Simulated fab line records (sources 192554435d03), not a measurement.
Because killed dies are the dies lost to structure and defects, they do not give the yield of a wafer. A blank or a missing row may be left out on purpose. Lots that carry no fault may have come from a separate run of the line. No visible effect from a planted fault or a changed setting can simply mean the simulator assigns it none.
What tool caused it? -- flow n5_finfet -- 72 wafers from 24 lots sampled at 6 of the route's 1938 steps

== WHAT THE GAUGES SHOWED, per wafer ==
N5_BEOL_M13_INSPECT_55: inspects for defects (darkfield).
lot,measured,on,raw_defect_count
L076,day 10 20:56,defect_inspect-02,89 58 41
L074,day 11 00:44,defect_inspect-02,92 47 60
L077,day 11 10:02,defect_inspect-02,39 28 100
L075,day 11 10:14,defect_inspect-01,50 101 85
L078,day 11 14:23,defect_inspect-02,61 66 80
L079,day 12 04:25,defect_inspect-02,79 55 72
L080,day 12 13:34,defect_inspect-01,48 54 71
L082,day 12 23:04,defect_inspect-01,57 46 39
L081,day 13 03:16,defect_inspect-02,52 49 52
L084,day 13 14:01,defect_inspect-02,67 40 39
L083,day 13 17:02,defect_inspect-01,63 60 76
L086,day 13 22:28,defect_inspect-01,74 80 41
L085,day 14 05:08,defect_inspect-02,74 64 78
L088,day 14 07:41,defect_inspect-01,67 40 60
L087,day 14 08:53,defect_inspect-01,67 38 57
L089,day 14 22:30,defect_inspect-01,73 91 113
L091,day 15 15:21,defect_inspect-02,30 36 39
L090,day 15 15:07,defect_inspect-01,64 53 49
L092,day 15 19:02,defect_inspect-01,60 84 74
L093,day 16 07:23,defect_inspect-02,61 55 61
L096,day 16 13:28,defect_inspect-01,65 61 71
L094,day 16 17:52,defect_inspect-02,48 47 36
L095,day 16 20:34,defect_inspect-02,80 92 82
L097,day 17 11:16,defect_inspect-02,53 81 84

N5_BEOL_M14_CD_MEAS_10 targets a cd of 250 nm.
lot,measured,on,cd_nm (nm)
L076,day 10 21:28,cd_sem-01,250.4 248.7 252.6
L074,day 11 01:28,cd_sem-02,251.8 251.3 247.7
L077,day 11 10:35,cd_sem-03,252.5 250.8 250.8
L075,day 11 10:53,cd_sem-01,251.2 249.9 252.3
L078,day 11 15:03,cd_sem-02,248.8 249.8 247.5
L079,day 12 04:58,cd_sem-01,250.5 250.5 249.3
L080,day 12 14:05,cd_sem-03,248.9 247.4 248.6
L082,day 12 23:36,cd_sem-03,250.8 246.0 250.9
L081,day 13 03:49,cd_sem-03,248.2 250.1 245.8
L084,day 13 14:41,cd_sem-03,248.7 251.4 250.3
L083,day 13 17:34,cd_sem-03,251.5 252.4 250.9
L086,day 13 23:01,cd_sem-01,251.4 250.2 251.7
L085,day 14 05:47,cd_sem-01,250.5 251.9 248.8
L088,day 14 08:20,cd_sem-02,248.8 247.8 248.9
L087,day 14 09:34,cd_sem-01,248.6 247.7 247.2
L089,day 14 23:10,cd_sem-02,250.6 251.0 248.2
L091,day 15 15:53,cd_sem-03,249.8 251.5 251.4
L090,day 15 15:38,cd_sem-01,250.9 252.0 252.3
L092,day 15 19:35,cd_sem-03,251.0 249.9 250.9
L093,day 16 08:00,cd_sem-02,250.2 249.0 247.7
L096,day 16 14:07,cd_sem-01,252.1 249.7 248.6
L094,day 16 18:31,cd_sem-01,249.2 250.1 250.2
L095,day 16 21:06,cd_sem-03,250.7 249.0 250.5
L097,day 17 11:55,cd_sem-02,251.5 249.9 250.2

N5_BEOL_M14_OVL_MEAS_29.
lot,measured,on,M14_OVL (nm)
L076,day 10 22:32,overlay-02,3 6 7
L074,day 11 02:32,overlay-01,9 8 9
L077,day 11 11:28,overlay-02,6 -2 3
L075,day 11 11:54,overlay-01,-5 8 -1
L078,day 11 16:03,overlay-01,9 7 10
L079,day 12 05:58,overlay-02,6 7 13
L080,day 12 15:07,overlay-01,5 6 1
L082,day 13 00:36,overlay-01,-5 4 -3
L081,day 13 05:03,overlay-01,13 4 3
L084,day 13 15:57,overlay-02,0 -2 4
L083,day 13 18:27,overlay-01,5 14 12
L086,day 14 00:01,overlay-02,4 2 1
L085,day 14 06:50,overlay-01,-16 14 -3
L088,day 14 09:20,overlay-02,-1 -1 -6
L087,day 14 10:54,overlay-02,-3 4 0
L089,day 15 00:02,overlay-02,0 10 14
L091,day 15 16:53,overlay-02,2 2 -6
L090,day 15 16:38,overlay-02,7 0 -1
L092,day 15 20:35,overlay-01,8 7 2
L093,day 16 09:01,overlay-01,-1 3 -8
L096,day 16 15:00,overlay-01,7 5 9
L094,day 16 19:31,overlay-02,-4 -3 -3
L095,day 16 21:59,overlay-02,-5 4 2
L097,day 17 12:55,overlay-02,-3 6 -3

== EACH LOT AND THE TOOL THAT RAN IT (in order: tool; ch and the chambers of the sampled wafers; start) ==
lot,N5_BEOL_M12_PRE_CLEAN_42,N5_BEOL_M12_SPUTTER_45,N5_BEOL_M14_STRIP_64
L076,"pvd_sputter-01, day 10 14:16","pvd_sputter-01, day 10 14:28","rie_diel-01 ch 2,3, day 10 22:32 or earlier"
L074,"pvd_sputter-01, day 10 16:25","pvd_sputter-01, day 10 16:37","rie_diel-06 ch 0,2,3, day 11 02:32 or earlier"
L077,"pvd_sputter-01, day 11 03:00","pvd_sputter-01, day 11 03:12","rie_diel-01 ch 0,1,2, day 11 11:28 or earlier"
L075,"pvd_sputter-01, day 11 03:19","pvd_sputter-01, day 11 03:31","rie_diel-06 ch 0,1, day 11 11:54 or earlier"
L078,"pvd_sputter-02, day 11 03:26","pvd_sputter-02, day 11 03:38","rie_diel-06 ch 1,2,3, day 11 16:03 or earlier"
L079,"pvd_sputter-02, day 11 22:02","pvd_sputter-02, day 11 22:16","rie_diel-06 ch 0,1,3, day 12 05:58 or earlier"
L080,"pvd_sputter-02, day 12 06:44","pvd_sputter-02, day 12 06:57","rie_diel-01 ch 1,2,3, day 12 15:07 or earlier"
L082,"pvd_sputter-03, day 12 16:37","pvd_sputter-03, day 12 16:49","rie_diel-06 ch 0,2, day 13 00:36 or earlier"
L081,"pvd_sputter-01, day 12 16:41","pvd_sputter-01, day 12 16:53","rie_diel-06 ch 2,3, day 13 05:03 or earlier"
L084,"pvd_sputter-03, day 13 08:08","pvd_sputter-03, day 13 08:20","rie_diel-03 ch 2,3, day 13 15:57 or earlier"
L083,"pvd_sputter-01, day 13 10:06","pvd_sputter-01, day 13 10:18","rie_diel-01 ch 0,3, day 13 18:27 or earlier"
L086,"pvd_sputter-02, day 13 15:44","pvd_sputter-02, day 13 15:57","rie_diel-06 ch 1,2, day 14 00:01 or earlier"
L085,"pvd_sputter-01, day 13 21:10","pvd_sputter-01, day 13 21:22","rie_diel-03 ch 2,3, day 14 06:50 or earlier"
L088,"pvd_sputter-02, day 14 02:13","pvd_sputter-02, day 14 02:25","rie_diel-03 ch 0,3, day 14 09:20 or earlier"
L087,"pvd_sputter-02, day 14 03:15","pvd_sputter-02, day 14 03:27","rie_diel-06 ch 0,2, day 14 10:54 or earlier"
L089,"pvd_sputter-01, day 14 13:49","pvd_sputter-01, day 14 14:01","rie_diel-06 ch 0,1,2, day 15 00:02 or earlier"
L091,"pvd_sputter-03, day 15 05:19","pvd_sputter-03, day 15 05:31","rie_diel-06 ch 1,2, day 15 16:53 or earlier"
L090,"pvd_sputter-03, day 15 05:38","pvd_sputter-03, day 15 05:50","rie_diel-03 ch 1,3, day 15 16:38 or earlier"
L092,"pvd_sputter-01, day 15 12:51","pvd_sputter-01, day 15 13:03","rie_diel-03 ch 2,3, day 15 20:35 or earlier"
L093,"pvd_sputter-03, day 15 23:48","pvd_sputter-03, day 16 00:00","rie_diel-06 ch 0,1,2, day 16 09:01 or earlier"
L096,"pvd_sputter-03, day 16 03:13","pvd_sputter-03, day 16 03:25","rie_diel-01 ch 0,2,3, day 16 15:00 or earlier"
L094,"pvd_sputter-01, day 16 09:48","pvd_sputter-01, day 16 10:00","rie_diel-03 ch 0,2,3, day 16 19:31 or earlier"
L095,"pvd_sputter-02, day 16 13:55","pvd_sputter-02, day 16 14:07","rie_diel-03 ch 0,2,3, day 16 21:59 or earlier"
L097,"pvd_sputter-02, day 17 03:59","pvd_sputter-02, day 17 04:11","rie_diel-06 ch 0,1,2, day 17 12:55 or earlier"
- N5_BEOL_M12_PRE_CLEAN_42: time 30 s.
- N5_BEOL_M12_SPUTTER_45: material Cu, target thk 80 nm, time 13.33 s.
- N5_BEOL_M14_STRIP_64: strips in O2.

== WHAT THE TOOLS THEMSELVES READ (means of the sampled wafers that have a number; where no wafer has one, the mark that the record gives instead) ==
N5_BEOL_M12_PRE_CLEAN_42.
lot,tool,heater_power_w (W)
L076,pvd_sputter-01,298
L074,pvd_sputter-01,316
L077,pvd_sputter-01,343
L075,pvd_sputter-01,364
L078,pvd_sputter-02,321
L079,pvd_sputter-02,338
L080,pvd_sputter-02,340
L082,pvd_sputter-03,319
L081,pvd_sputter-01,362
L084,pvd_sputter-03,329
L083,pvd_sputter-01,365
L086,pvd_sputter-02,318
L085,pvd_sputter-01,352
L088,pvd_sputter-02,325
L087,pvd_sputter-02,345
L089,pvd_sputter-01,327
L091,pvd_sputter-03,329
L090,pvd_sputter-03,326
L092,pvd_sputter-01,342
L093,pvd_sputter-03,344
L096,pvd_sputter-03,333
L094,pvd_sputter-01,351
L095,pvd_sputter-02,343
L097,pvd_sputter-02,333

N5_BEOL_M12_SPUTTER_45.
lot,tool,throttle_valve_pct (%)
L076,pvd_sputter-01,30.1
L074,pvd_sputter-01,29.9
L077,pvd_sputter-01,29.9
L075,pvd_sputter-01,30.5
L078,pvd_sputter-02,28.9
L079,pvd_sputter-02,29.3
L080,pvd_sputter-02,29.2
L082,pvd_sputter-03,30.2
L081,pvd_sputter-01,30.5
L084,pvd_sputter-03,29.9
L083,pvd_sputter-01,30.4
L086,pvd_sputter-02,29.3
L085,pvd_sputter-01,30.0
L088,pvd_sputter-02,29.2
L087,pvd_sputter-02,29.0
L089,pvd_sputter-01,30.4
L091,pvd_sputter-03,30.5
L090,pvd_sputter-03,30.3
L092,pvd_sputter-01,30.0
L093,pvd_sputter-03,29.3
L096,pvd_sputter-03,30.0
L094,pvd_sputter-01,30.5
L095,pvd_sputter-02,29.0
L097,pvd_sputter-02,29.1

N5_BEOL_M14_STRIP_64.
lot,tool,drypump_motor_current_A (A),oes_product_au (a.u.),rf_vpp_V (V),showerhead_plenum_p_Torr (Torr),throttle_valve_pct (%)
L076,rie_diel-01,5.4,0.78,3.3,2.06,16.75
L074,rie_diel-06,5.4,0.81,3.7,2.12,16.71
L077,rie_diel-01,6.1,0.89,3.7,2.10,16.41
L075,rie_diel-06,5.8,0.82,4.1,2.21,16.58
L078,rie_diel-06,5.8,0.83,3.9,2.15,16.69
L079,rie_diel-06,5.6,0.78,3.2,2.15,16.75
L080,rie_diel-01,5.7,0.90,3.7,2.07,16.41
L082,rie_diel-06,5.3,0.81,3.3,2.15,16.60
L081,rie_diel-06,5.6,0.78,3.4,2.08,16.88
L084,rie_diel-03,5.4,0.84,3.8,2.09,16.57
L083,rie_diel-01,5.8,0.93,4.0,2.09,16.50
L086,rie_diel-06,5.7,0.87,3.8,2.16,16.54
L085,rie_diel-03,5.6,0.86,3.9,2.07,16.45
L088,rie_diel-03,5.8,0.85,3.6,2.07,16.48
L087,rie_diel-06,5.3,0.79,3.8,2.14,16.62
L089,rie_diel-06,5.6,0.81,3.5,2.17,16.60
L091,rie_diel-06,5.7,0.84,4.3,2.16,16.56
L090,rie_diel-03,5.9,0.81,3.6,2.02,16.58
L092,rie_diel-03,5.5,0.82,3.6,2.08,16.60
L093,rie_diel-06,5.6,0.79,3.8,2.16,16.62
L096,rie_diel-01,5.8,0.87,3.5,2.08,16.54
L094,rie_diel-03,5.6,0.82,4.0,2.09,16.64
L095,rie_diel-03,5.6,0.82,3.5,2.09,16.65
L097,rie_diel-06,5.6,0.79,3.9,2.16,16.65

== THE ANSWER, worked out from the rows above alone ==
Rule: what is usual is taken from the lots themselves. Put in order of their means at a reading, lots are off if they are a third of the lots or fewer, leave a main group of 4 or more, and stand apart from it by a gap of 3 or more times the standard deviation of the main group's means; of several such gaps the widest counts. Not used: any main group whose means are identical at the precision the tables above print for the reading. Also off: a lot with no number at a reading for which 4 or more lots have one. The other lots that the step has rows for count as sound. Order of review: gauges by route order, followed by the tools' own readings, for which a lot's mean as printed above is used. The first step at which some lot is off is used, and at that step the reading that is off furthest; a lot without a number counts as furthest.
Nothing can be told from this: no lot is off at any reading shown.

== WHAT HAD BEEN PUT IN BY THE SIMULATOR ==
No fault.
